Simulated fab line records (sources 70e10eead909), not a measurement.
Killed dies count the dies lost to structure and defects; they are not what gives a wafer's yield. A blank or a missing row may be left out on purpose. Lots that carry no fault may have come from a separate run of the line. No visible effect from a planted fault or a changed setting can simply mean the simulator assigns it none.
What tool caused it? -- flow nandHarc -- 6 lots with 18 wafers sampled at 4 steps, on a route of 1302 steps

== WHAT THE GAUGES SHOWED, per wafer ==
NHARC_P_GATE_INSPECT_68.
lot,measured,on,rawDefectCount
L683,day 6 13:02,defectInspect-01,363 122 281
L686,day 7 21:20,defectInspect-01,252 203 171
L688,day 8 18:49,defectInspect-02,159 201 220
L692,day 10 12:55,defectInspect-02,147 126 115
L700,day 13 15:40,defectInspect-02,547 161 231
L703,day 15 00:46,defectInspect-02,210 119 166

== WHAT TOOL EACH LOT RAN ON (gives the tool, then ch and the chambers of the sampled wafers, and finally the start) ==
lot,NHARC_P_GATE_STRIP_76,NHARC_P_GATE_DESCUM_93,NHARC_P_GATE_PRE_CLEAN_110
L683,"plasmaAsher-01 ch 0,1, day 6 09:02","rieDiel-05 ch 1,2,3, day 6 10:08","pvdSputter-01, day 6 12:08"
L686,"plasmaAsher-02 ch 0,1, day 7 17:22","rieDiel-07 ch 0,2, day 7 18:26","pvdSputter-03, day 7 20:27"
L688,"plasmaAsher-01 ch 0,1, day 8 14:45","rieDiel-03 ch 1,2,3, day 8 15:54","pvdSputter-01, day 8 17:55"
L692,"plasmaAsher-02 ch 0,1, day 10 08:56","rieDiel-05 ch 0,2,3, day 10 09:54","pvdSputter-03, day 10 12:01"
L700,"plasmaAsher-01 ch 0,1, day 13 11:48","rieDiel-03 ch 0,2,3, day 13 12:44","pvdSputter-03, day 13 14:46"
L703,"plasmaAsher-01 ch 0, day 14 20:55","rieDiel-05 ch 1,2, day 14 21:51","pvdSputter-01, day 14 23:51"
- NHARC_P_GATE_STRIP_76: strips in O2.
- NHARC_P_GATE_DESCUM_93: chemistry O2, time 3 s.
- NHARC_P_GATE_PRE_CLEAN_110: time 30 s.

== THE ANSWER, worked out from the rows above alone ==
Rule: the usual values come from the lots themselves. Put in order of their means at a reading, lots are off if they are a third of the lots or fewer, leave a main group of 4 or more, and stand apart from it by a gap of 3 or more times the standard deviation of the main group's means; of several such gaps the widest counts. A main group is skipped when, at the precision printed for the reading in the tables above, its means are all equal. A lot without any number at a reading at which 4 lots or more have one is off too. The other lots that the step has rows for count as sound.
Across all readings shown, no lot is off: no conclusion can be drawn from this.

== WHAT THE SIMULATOR HAD INSERTED ==
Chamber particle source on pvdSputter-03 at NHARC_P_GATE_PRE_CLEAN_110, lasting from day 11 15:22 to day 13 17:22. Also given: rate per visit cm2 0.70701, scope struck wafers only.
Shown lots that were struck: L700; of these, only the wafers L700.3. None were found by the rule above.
